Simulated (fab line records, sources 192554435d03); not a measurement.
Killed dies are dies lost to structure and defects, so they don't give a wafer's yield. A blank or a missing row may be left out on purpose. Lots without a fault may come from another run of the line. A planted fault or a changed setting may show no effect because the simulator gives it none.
Which tool did it? | flow n5_finfet | 23 lots, 69 wafers sampled, at 4 steps of a route of 1938

WHAT THE GAUGES READ, wafer by wafer
N5_WELL_APT_OVL_MEAS_26.
lot  | measured    | on         | PWELL_OVL (nm)
L074 | day 1 15:11 | overlay-02 | -6 1 -4
L075 | day 1 21:12 | overlay-02 | 0 3 -4
L076 | day 2 03:01 | overlay-01 | -6 -11 -7
L077 | day 2 08:54 | overlay-02 | 1 -7 -4
L078 | day 2 15:06 | overlay-02 | -9 5 2
L079 | day 2 21:27 | overlay-01 | 0 -2 -4
L080 | day 3 03:10 | overlay-01 | -7 -6 -9
L081 | day 3 08:56 | overlay-02 | -6 -5 -6
L082 | day 3 15:01 | overlay-02 | 10 5 1
L083 | day 3 20:58 | overlay-02 | -3 -13 2
L084 | day 4 03:00 | overlay-01 | 4 -1 -3
L085 | day 4 09:37 | overlay-02 | 4 9 1
L087 | day 4 21:05 | overlay-02 | -3 -2 2
L088 | day 5 03:17 | overlay-01 | 1 -3 1
L089 | day 5 09:50 | overlay-02 | -2 -11 -5
L090 | day 5 15:06 | overlay-01 | -6 -6 -6
L091 | day 5 21:07 | overlay-01 | -8 -8 -4
L092 | day 6 02:50 | overlay-01 | -11 -6 -7
L093 | day 6 08:48 | overlay-02 | 1 0 -6
L094 | day 6 15:19 | overlay-01 | -6 -14 -1
L095 | day 6 20:50 | overlay-01 | -3 3 -4
L096 | day 7 03:03 | overlay-02 | -4 -3 -1
L097 | day 7 08:50 | overlay-01 | -3 5 -4

N5_PMOS_HMC_CHANNEL_EPI_INSPECT_11: inspects for defects (macro).
lot  | measured    | on                | raw_defect_count
L074 | day 1 17:23 | defect_inspect-01 | 4 2 1
L075 | day 2 00:29 | defect_inspect-02 | 4 2 0
L076 | day 2 05:40 | defect_inspect-01 | 0 5 1
L077 | day 2 11:11 | defect_inspect-02 | 3 4 2
L078 | day 2 17:58 | defect_inspect-02 | 5 0 2
L079 | day 2 23:44 | defect_inspect-01 | 2 2 2
L080 | day 3 05:51 | defect_inspect-01 | 0 2 2
L081 | day 3 11:47 | defect_inspect-02 | 3 2 5
L082 | day 3 17:25 | defect_inspect-01 | 1 0 2
L083 | day 3 23:44 | defect_inspect-01 | 4 1 6
L084 | day 4 05:21 | defect_inspect-02 | 4 1 3
L085 | day 4 11:49 | defect_inspect-02 | 1 6 2
L087 | day 4 23:32 | defect_inspect-02 | 3 3 3
L088 | day 5 05:40 | defect_inspect-01 | 2 2 2
L089 | day 5 12:20 | defect_inspect-02 | 3 2 0
L090 | day 5 17:31 | defect_inspect-01 | 3 1 2
L091 | day 5 23:48 | defect_inspect-01 | 3 2 2
L092 | day 6 05:07 | defect_inspect-02 | 1 1 2
L093 | day 6 11:54 | defect_inspect-01 | 0 2 1
L094 | day 6 17:52 | defect_inspect-02 | 3 3 2
L095 | day 6 23:14 | defect_inspect-02 | 1 3 2
L096 | day 7 05:23 | defect_inspect-01 | 3 5 2
L097 | day 7 10:54 | defect_inspect-02 | 5 0 2

N5_DUMMY_GATE_INSPECT_17: inspects for defects (brightfield).
lot  | measured    | on                | raw_defect_count
L074 | day 2 22:43 | defect_inspect-01 | 190 161 298
L075 | day 3 06:49 | defect_inspect-01 | 291 120 176
L076 | day 3 11:58 | defect_inspect-02 | 122 138 136
L077 | day 4 00:59 | defect_inspect-02 | 274 286 262
L078 | day 4 05:02 | defect_inspect-02 | 269 257 268
L079 | day 4 08:56 | defect_inspect-01 | 159 106 131
L080 | day 4 13:50 | defect_inspect-02 | 118 167 120
L081 | day 4 17:38 | defect_inspect-01 | 170 102 182
L082 | day 4 22:56 | defect_inspect-02 | 171 237 226
L083 | day 5 04:43 | defect_inspect-02 | 108 171 189
L084 | day 5 10:28 | defect_inspect-02 | 227 439 258
L085 | day 5 19:01 | defect_inspect-01 | 137 171 164
L087 | day 6 04:46 | defect_inspect-02 | 139 181 230
L088 | day 6 10:20 | defect_inspect-01 | 194 217 164
L089 | day 6 18:55 | defect_inspect-01 | 172 199 178
L090 | day 7 07:54 | defect_inspect-01 | 122 109 110
L091 | day 7 07:41 | defect_inspect-02 | 176 304 294
L092 | day 7 15:36 | defect_inspect-01 | 197 253 188
L093 | day 7 21:03 | defect_inspect-01 | 190 297 210
L094 | day 8 05:15 | defect_inspect-02 | 221 233 246
L095 | day 8 05:05 | defect_inspect-01 | 175 83 140
L096 | day 8 12:58 | defect_inspect-02 | 199 216 217
L097 | day 8 17:23 | defect_inspect-02 | 264 215 288

WHICH TOOL RAN EACH LOT (tool, then ch and the chambers of the sampled wafers, then the start)
lot  | N5_PMOS_HMC_CHANNEL_EPI_ETCH_32
L074 | rie_diel-04 ch 1,3, day 1 17:27
L075 | rie_diel-02 ch 0,2,3, day 2 00:53
L076 | rie_diel-04 ch 0,3, day 2 05:44
L077 | rie_diel-03 ch 0,2,3, day 2 11:16
L078 | rie_diel-02 ch 2,3, day 2 18:13
L079 | rie_diel-02 ch 0,1,3, day 2 23:58
L080 | rie_diel-03 ch 0,1,2, day 3 05:55
L081 | rie_diel-04 ch 2,3, day 3 11:50
L082 | rie_diel-04 ch 2,3, day 3 18:02
L083 | rie_diel-04 ch 1,2,3, day 3 23:47
L084 | rie_diel-02 ch 0,1,2, day 4 05:25
L085 | rie_diel-04 ch 0,1, day 4 11:53
L087 | rie_diel-04 ch 0,3, day 4 23:36
L088 | rie_diel-03 ch 0,3, day 5 05:44
L089 | rie_diel-02 ch 0,3, day 5 12:29
L090 | rie_diel-04 ch 0,2, day 5 17:55
L091 | rie_diel-03 ch 1,2, day 5 23:52
L092 | rie_diel-03 ch 0,1,3, day 6 05:37
L093 | rie_diel-02 ch 0,1,3, day 6 11:58
L094 | rie_diel-02 ch 1,2,3, day 6 17:56
L095 | rie_diel-03 ch 0,2,3, day 6 23:18
L096 | rie_diel-02 ch 0,2, day 7 05:31
L097 | rie_diel-03 ch 1,2,3, day 7 10:58
- N5_PMOS_HMC_CHANNEL_EPI_ETCH_32: etches BARC in N2/H2, stops on SiO2, target depth 85.8 nm, time 50.3 s.

WHAT THE TOOLS THEMSELVES READ (means of the sampled wafers that have a number; where no wafer has one, the mark that the record gives instead)
N5_PMOS_HMC_CHANNEL_EPI_ETCH_32.
lot  | tool        | chamber_pressure_mTorr (mTorr) | drypump_motor_current_A (A) | n2_flow_sccm (sccm) | oes_product_au (a.u.) | rf_vpp_V (V) | showerhead_plenum_p_Torr (Torr) | throttle_valve_pct (%)
L074 | rie_diel-04 | 29.988                         | 6.1                         | 200.8               | 0.66                  | 526.8        | 2.66                            | 17.57
L075 | rie_diel-02 | 29.988                         | 6.1                         | 200.2               | 0.61                  | 522.5        | 2.53                            | 18.07
L076 | rie_diel-04 | 30.007                         | 5.6                         | 200.5               | 0.64                  | 524.8        | 2.57                            | 17.90
L077 | rie_diel-03 | 29.999                         | 5.5                         | 199.8               | 0.67                  | 522.8        | 2.51                            | 17.85
L078 | rie_diel-02 | 29.989                         | 6.6                         | 199.8               | 0.59                  | 520.6        | 2.48                            | 18.09
L079 | rie_diel-02 | 30.024                         | 5.7                         | 200.3               | 0.66                  | 523.0        | 2.51                            | 17.91
L080 | rie_diel-03 | 29.985                         | 5.7                         | 200.0               | 0.69                  | 523.9        | 2.52                            | 17.86
L081 | rie_diel-04 | 30.009                         | 5.7                         | 200.5               | 0.64                  | 526.0        | 2.65                            | 17.92
L082 | rie_diel-04 | 30.009                         | 5.7                         | 200.2               | 0.62                  | 526.5        | 2.64                            | 17.84
L083 | rie_diel-04 | 30.003                         | 5.9                         | 200.3               | 0.64                  | 527.0        | 2.65                            | 17.78
L084 | rie_diel-02 | 30.003                         | 5.8                         | 199.9               | 0.66                  | 525.0        | 2.58                            | 17.86
L085 | rie_diel-04 | 29.990                         | 5.8                         | 199.4               | 0.64                  | 524.9        | 2.56                            | 17.86
L087 | rie_diel-04 | 30.001                         | 5.7                         | 199.2               | 0.62                  | 525.4        | 2.60                            | 17.85
L088 | rie_diel-03 | 29.997                         | 5.8                         | 200.0               | 0.71                  | 526.0        | 2.60                            | 17.77
L089 | rie_diel-02 | 29.987                         | 6.2                         | 199.7               | 0.75                  | 527.6        | 2.65                            | 17.86
L090 | rie_diel-04 | 29.962                         | 5.6                         | 199.8               | 0.64                  | 524.8        | 2.56                            | 18.04
L091 | rie_diel-03 | 30.010                         | 5.7                         | 200.2               | 0.67                  | 522.3        | 2.47                            | 17.90
L092 | rie_diel-03 | 29.981                         | 5.8                         | 199.7               | 0.70                  | 524.8        | 2.56                            | 17.79
L093 | rie_diel-02 | 29.990                         | 5.7                         | 199.7               | 0.72                  | 526.5        | 2.61                            | 17.80
L094 | rie_diel-02 | 29.999                         | 6.2                         | 199.9               | 0.78                  | 525.9        | 2.64                            | 17.58
L095 | rie_diel-03 | 30.009                         | 5.5                         | 200.0               | 0.71                  | 525.4        | 2.60                            | 17.78
L096 | rie_diel-02 | 30.001                         | 5.6                         | 199.6               | 0.67                  | 523.8        | 2.55                            | 17.99
L097 | rie_diel-03 | 29.989                         | 5.5                         | 200.0               | 0.71                  | 524.8        | 2.56                            | 17.79

THE ANSWER, worked out from the rows above alone
Rule: what is usual is taken from the lots themselves. Put in order of their means at a reading, lots are off if they are a third of the lots or fewer, leave a main group of 4 or more, and stand apart from it by a gap of 3 or more times the standard deviation of the main group's means; of several such gaps the widest counts. A main group whose means are all the same, to the digits that the tables above print for the reading, isn't used. A lot without any number at a reading at which 4 lots or more have one is off too. The other lots that the step has rows for count as sound. The gauges are gone through in route order, then the tools' own readings, and for those a lot's mean is taken as printed above. The first step at which some lot is off is used, and at that step the reading that is off furthest; a lot without a number counts as furthest.
No lot is off at any reading shown: from this, nothing can be told.

WHAT THE SIMULATOR HAD PUT IN
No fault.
